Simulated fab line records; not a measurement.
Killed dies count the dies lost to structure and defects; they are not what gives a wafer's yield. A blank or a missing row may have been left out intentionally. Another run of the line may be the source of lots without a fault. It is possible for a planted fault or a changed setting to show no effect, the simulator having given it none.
Struck lot and sound lot, side by side	flow nand_harc	24 out of 1302 route steps
Sound: wafers L583.1, L583.2, L583.6. Struck: wafers L588.1, L588.4 (left out: L588.5, a lot-mate that was not struck); the cause follows at the end.
At each step with rows: each side's tool, then ch and its chambers, then its first start. Under that, the readings that differ: sound wafers	struck wafers	difference of the means	sigmas: that difference in standard deviations of wafers without a fault.
alike: words and numbers the same on both sides, and readings whose means are apart by under 2 such deviations; not compared: readings that were withheld, readings missing a value for some wafer, numbers with overlapping values and no deviation given by the record, and bounds like >300 which may hide the same value.
The two part at a step that has a row with sigmas, a row that says differs or no value, or rows on one side only. When numbers do not overlap yet have no deviation, they are printed without sigmas and do not part them. A reading missing from all wafers of one side parts the sides only when that side holds two or more wafers.

NHARC_P_CONTACT_DEP_00: deposits SiO2, target thk 500 nm.
  sound: pecvd-02 ch 0,1,2; struck: pecvd-04 ch 0,1
  alike: heater_power_w, throttle_valve_pct
NHARC_P_CONTACT_CMP_01: polishes SiO2, target thk 200 nm.
  sound on cmp-03 ch 0,3, day 6 20:31; struck on cmp-03 ch 0,2, day 8 19:04
  alike: motor_current_A
then, 9 steps without rows for these wafers: NHARC_P_CONTACT_SRD_03; NHARC_P_CONTACT_DEHYDRATE_04 (time 120 s); NHARC_P_CONTACT_HMDS_05 (time 30 s); NHARC_P_CONTACT_COAT_33 (time 75 s); NHARC_P_CONTACT_COAT_34 (time 65 s); NHARC_P_CONTACT_COAT_06 (resist thk 90 nm); NHARC_P_CONTACT_SOFTBAKE_07 (time 55 s); NHARC_P_CONTACT_EBR_08; NHARC_P_CONTACT_EXPOSE_09 (exposes mask P CA, target cd 90 nm).
NHARC_P_CONTACT_PEB_10: peb time 65 s.
  sound on litho_track-06 ch 0, day 6 21:16; struck on litho_track-06 ch 0, day 8 19:47
  alike: exhaust_pa
then, 1 step without rows for these wafers: NHARC_P_CONTACT_DEVELOP_11 (develop time 35 s).
NHARC_P_CONTACT_CD_MEAS_12 targets a cd of 90 nm.
  sound on cd_sem-02 ch 0, day 6 21:20; struck on cd_sem-01 ch 0, day 8 19:52
reading	sound	struck	difference	sigmas
cd_nm (nm)	88.3 89.7 89.9	97.2 95.9	+7.3	+8
NHARC_P_CONTACT_OVL_MEAS_13:
  sound on overlay-02 at day 6 21:26; struck on overlay-01 at day 8 19:58
  alike: overlay_x_nm, overlay_y_nm
NHARC_P_CONTACT_INSPECT_14:
  sound on defect_inspect-02 at day 6 21:28; struck on defect_inspect-02 at day 8 19:59
  alike: raw_defect_count
NHARC_P_CONTACT_DESCUM_17: chemistry O2, time 3 s.
  sound on rie_diel-05 ch 2,3, day 6 21:32; struck on rie_diel-08 ch 0,3, day 8 20:04
reading	sound	struck	difference	sigmas
model.P_CONTACT.cd_nm (nm)	87.54 90.07 90.14	97.15 97.08	+7.87	
  alike: chamber_pressure_mTorr, drypump_motor_current_A, oes_product_au, rf_vpp_V, showerhead_plenum_p_Torr, throttle_valve_pct
  not compared: rf_hours_counter_h
NHARC_P_CONTACT_ETCH_35: etches the open film in CF4, target depth 39 nm, time 65 s.
  sound on rie_diel-05 ch 2,3, day 6 21:38; struck on rie_diel-08 ch 0,3, day 8 20:09
  alike: chamber_pressure_mTorr, drypump_motor_current_A, oes_product_au, rf_vpp_V, showerhead_plenum_p_Torr, throttle_valve_pct
  not compared: rf_hours_counter_h
NHARC_P_CONTACT_ETCH_36: etches the open film in N2/H2, target depth 260 nm, time 406.25 s.
  sound: rie_diel-05 ch 0,2; struck: rie_diel-08 ch 0,1
reading	sound	struck	difference	sigmas
throttle_valve_pct (%)	14.189 14.172 14.185	14.147 14.173	-0.022	-2
  alike: chamber_pressure_mTorr, drypump_motor_current_A, h2_flow_sccm, oes_product_au, rf_vpp_V, showerhead_plenum_p_Torr
  not compared: rf_hours_counter_h
NHARC_P_CONTACT_ETCH_18: etches the open film in C4F8/O2/Ar, target depth 481 nm, time 240.5 s.
  sound: rie_diel-05 ch 2,3; struck: rie_diel-08 ch 2,3
  alike: chamber_pressure_mTorr, oes_product_au, rf_vpp_V
  not compared: rf_hours_counter_h
then, 1 step without rows for these wafers: NHARC_P_CONTACT_STRIP_37 (strips in C4F8/O2/Ar).
NHARC_P_CONTACT_ETCH_31: etches the open film in CH3F/O2, target depth 30 nm, time 85.7 s.
  sound: rie_diel-05 ch 0,2,3; struck: rie_diel-08 ch 0,3
reading	sound	struck	difference	sigmas
model.P_CONTACT.cd_nm (nm)	87.6 86.27 91.14	94.28 96.84	+7.22	
  alike: chamber_pressure_mTorr, drypump_motor_current_A, oes_product_au, rf_vpp_V, showerhead_plenum_p_Torr, throttle_valve_pct
  not compared: rf_hours_counter_h
NHARC_P_CONTACT_CD_MEAS_19:
  sound on cd_sem-02 at day 6 22:33; struck on cd_sem-03 at day 8 20:56
reading	sound	struck	difference	sigmas
cd_nm (nm)	87.6 86.4 91.2	94.5 96.5	+7.1	+4
then, 1 step without rows for these wafers: NHARC_P_CONTACT_STRIP_28 (strips in O2).

## WHERE THEY PART
At NHARC_P_CONTACT_CD_MEAS_12 first; at NHARC_P_CONTACT_CD_MEAS_19 last (within this record only).

WHY: the cause the simulator had injected
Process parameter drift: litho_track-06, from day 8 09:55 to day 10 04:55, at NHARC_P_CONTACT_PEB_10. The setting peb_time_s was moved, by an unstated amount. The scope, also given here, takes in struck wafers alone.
